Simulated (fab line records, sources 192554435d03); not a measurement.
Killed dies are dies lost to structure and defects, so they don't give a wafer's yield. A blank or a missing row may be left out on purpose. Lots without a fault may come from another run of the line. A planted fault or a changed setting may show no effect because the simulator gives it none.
fab line records | flow n5_finfet
record lots=7 wafers=21
route steps=1938 shown TV_OPEN@1888 PASSIVATION@1921
start_h: hours from the record's first day to the start of the lot's first wafer shown | wait_h: hours since the lot's step before | " the same as in the row above | L1.1+2: a row that stands for several wafers | - no value, or no start given | * or withheld: withheld | < > ~ a bound
route shown NAME@n: a module of which the file shows steps, and the number in the route of the first | usual: mean/standard deviation of fault-free wafers | same: alike in all rows | chamber/n: place in a boat | sites: the reading at each site | _std_site: their standard deviation | _edge_site: outer sites' mean less inner sites' | radius_mm: how far each site lies from the wafer's centre | mask NAME#n: copy n | behind: the tool/chamber that last shaped the wafer | hold: why the lot was held/for how many hours/how that ended | device: the transistor (n, p or np) that didn't switch | end of line: the same wafers' tests at the end of the route | a step without rows: its recipe alone | killed: dies lost to structure and defects at the first sort, not the wafer's yield | map: a wafer's dies, x killed, . not, _ none there
set.NAME: the setting as run; set.NAME@STEP: as run at that earlier step | model.NAME: the simulator's own value behind a step, which no gauge read
lots whose settings were changed on purpose; a table a step, a row a wafer
## steps
# step N5_PASSIVATION_VIA_ETCH_13
# recipe chemistry=CHF3/O2 target=SiO2 target_depth_a=6600 CHF3_flow_sccm=50 O2_flow_sccm=5 Ar_flow_sccm=200 time_s=330 mask_material=PR pressure_mtorr=30 source_w=650 bias_w=170 ion_energy_ev=200 ends=cleared
# usual etch_rf_on_time_s=235/4 rf_vpp_V=524/5.6
# columns lot.wafer tool chamber start_h wait_h set.source_w etch_rf_on_time_s rf_vpp_V
L076.1 rie_diel-01 1 287.11 0.0 650 225 527
L076.2 " 2 " " 650 225 523
L076.5 " 2 " " 650 225 524
L077.4 rie_diel-01 2 295.52 0.0 650 236 523
L077.5 " 1 " " 679.3 237 515
L077.6 " 0 " " 679.3 235 506
L082.1 rie_diel-01 0 318.65 0.0 543 247 565
L082.2 " 1 " " 543 251 575
L082.5 " 3 " " 650 238 531
L084.2 rie_diel-03 0 336.43 0.0 650 232 518
L084.5 " 2 " " 650 235 521
L084.6 " 3 " " 650 235 531
L089.1 rie_diel-04 3 371.58 0.0 650 232 525
L089.4 " 1 " " 650 232 527
L089.6 " 1 " " 607.8 238 543
L093.2 rie_diel-03 1 384.63 0.0 533.2 254 587
L093.4 " 0 " " 650 242 516
L093.5 " 1 " " 533.2 259 587
L094.1 rie_diel-04 1 392.80 0.0 761.1 215 488
L094.2 " 2 " " 650 231 523
L094.4 " 0 " " 650 238 519
# step N5_PASSIVATION_EXPOSE_41
# recipe mask_id=PASS_OPEN na=0.55 defocus_nm=0 source_shape=conventional sigma_outer=0.8 polarization=unpolarized target_cd_nm=40000 dose_mj=57.25
# columns lot.wafer tool chamber start_h wait_h mask set.dose_mj
L076.1+2+5 krf_scanner-02 0 290.83 - PASS_OPEN#0 54.88
L077.4+5 krf_scanner-01 0 298.72 - PASS_OPEN#0 57.25
L077.6 " 0 " " PASS_OPEN#0 59.65
L082.1 krf_scanner-02 0 322.17 - PASS_OPEN#0 57.25
L082.2+5 " 0 " " PASS_OPEN#0 60.37
L084.2+5+6 krf_scanner-02 0 340.43 - PASS_OPEN#0 57.25
L089.1 krf_scanner-02 0 374.63 - PASS_OPEN#0 53.98
L089.4+6 " 0 " " PASS_OPEN#0 57.25
L093.2+5 krf_scanner-02 0 387.53 - PASS_OPEN#0 57.25
L093.4 " 0 " " PASS_OPEN#0 59.48
L094.1+2 krf_scanner-02 0 395.83 - PASS_OPEN#0 57.25
L094.4 " 0 " " PASS_OPEN#0 56.09
# step N5_PASSIVATION_PEB_42
# recipe peb_temp_c=withheld peb_time_s=*
# step N5_PASSIVATION_DEVELOP_43
# recipe develop_time_s=60 rinse_liquid=diw dry=air_spin dev_temp_c=21
# step N5_PASSIVATION_HARDBAKE_45
# recipe temp_c=130 time_s=120
# step N5_PASSIVATION_CD_MEAS_44
# recipe target_cd_nm=40000 landing_energy_ev=500 detector=se_inlens
# usual cd_nm=40001/2.9
# columns lot.wafer tool chamber start_h wait_h set.dose_mj@PASSIVATION_EXPOSE_41 cd_nm
L076.1 cd_sem-02 0 291.01 - 54.88 39988
L076.2 " 0 " " 54.88 39986
L076.5 " 0 " " 54.88 39985
L077.4 cd_sem-02 0 298.89 - 57.25 40000
L077.5 " 0 " " 57.25 40003
L077.6 " 0 " " 59.65 40018
L082.1 cd_sem-03 0 322.35 - 57.25 40006
L082.2 " 0 " " 60.37 40021
L082.5 " 0 " " 60.37 40021
L084.2 cd_sem-03 0 340.60 - 57.25 40003
L084.5 " 0 " " 57.25 40001
L084.6 " 0 " " 57.25 40003
L089.1 cd_sem-02 0 374.81 - 53.98 39978
L089.4 " 0 " " 57.25 40000
L089.6 " 0 " " 57.25 40000
L093.2 cd_sem-01 0 387.70 - 57.25 39999
L093.4 " 0 " " 59.48 40012
L093.5 " 0 " " 57.25 39997
L094.1 cd_sem-03 0 396.01 - 57.25 40004
L094.2 " 0 " " 57.25 39998
L094.4 " 0 " " 56.09 39996
## key
split step=N5_PASSIVATION_VIA_ETCH_13 setting=source_w stated=650 by=wafer
response step=N5_PASSIVATION_VIA_ETCH_13 reading=etch_rf_on_time_s change=* per=1% r=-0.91
response step=N5_PASSIVATION_VIA_ETCH_13 reading=rf_vpp_V change=-2.79 per=1% r=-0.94
split step=N5_PASSIVATION_EXPOSE_41 setting=dose_mj stated=57.25 by=wafer
response step=N5_PASSIVATION_CD_MEAS_44 reading=cd_nm change=+3.49 per=1% r=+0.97
